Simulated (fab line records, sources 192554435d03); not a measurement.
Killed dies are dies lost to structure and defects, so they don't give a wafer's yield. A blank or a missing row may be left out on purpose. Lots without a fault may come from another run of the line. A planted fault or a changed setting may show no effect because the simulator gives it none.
Chamber matching | flow n5_finfet | N5_BEOL_M1_ETCHBACK_99 on rie_diel-04: 4 sister chambers
The step etches SiO2 in CHF3, target depth 5 nm, time 10.4 s. 8 wafers are shown with their chamber, then 7 later ones without.

WAFERS WITH THEIR CHAMBER
wafer  | chamber | throttle_valve_pct (%) | showerhead_plenum_p_Torr (Torr)
L087.2 | 3       | 16.90                  | 2.15
L087.6 | 0       | 17.20                  | 2.29
L088.5 | 1       | 17.45                  | 2.16
L090.2 | 2       | 17.09                  | 2.22
L090.5 | 2       | 17.10                  | 2.21
L090.6 | 3       | 16.91                  | 2.15
L092.2 | 0       | 17.23                  | 2.28
L092.3 | 1       | 17.49                  | 2.15

WAFERS WITHOUT THEIR CHAMBER
wafer  | throttle_valve_pct (%) | showerhead_plenum_p_Torr (Torr)
L092.4 | 17.11                  | 2.21
L095.4 | 17.23                  | 2.28
L095.5 | 17.46                  | 2.15
L095.6 | 17.09                  | 2.21
L097.1 | 17.25                  | 2.28
L097.4 | 16.92                  | 2.15
L097.6 | 17.24                  | 2.28

WHICH CHAMBER EACH WENT THROUGH
wafer  | from the rows above | in truth
L092.4 | 2                   | 2
L095.4 | 0                   | 0
L095.5 | 1                   | 1
L095.6 | 2                   | 2
L097.1 | 0                   | 0
L097.4 | 3                   | 3
L097.6 | 0                   | 0
Placed correctly: 7 of 7. Can't be placed from these rows: 0. Placed wrongly: 0.
How it was worked out, from the rows above alone: a wafer's distance from a chamber is the root of the sum, over the readings, of the square of ((its reading less the chamber's mean) divided by the reading's scatter). The wafer belongs to the nearest chamber; if the next one is less than 2 further off, it can't be placed. A chamber's mean is the mean of its shown wafers. The scatter: the root of (the sum of the squares of (reading less its chamber's mean) over the shown wafers, divided by (wafers less chambers)).
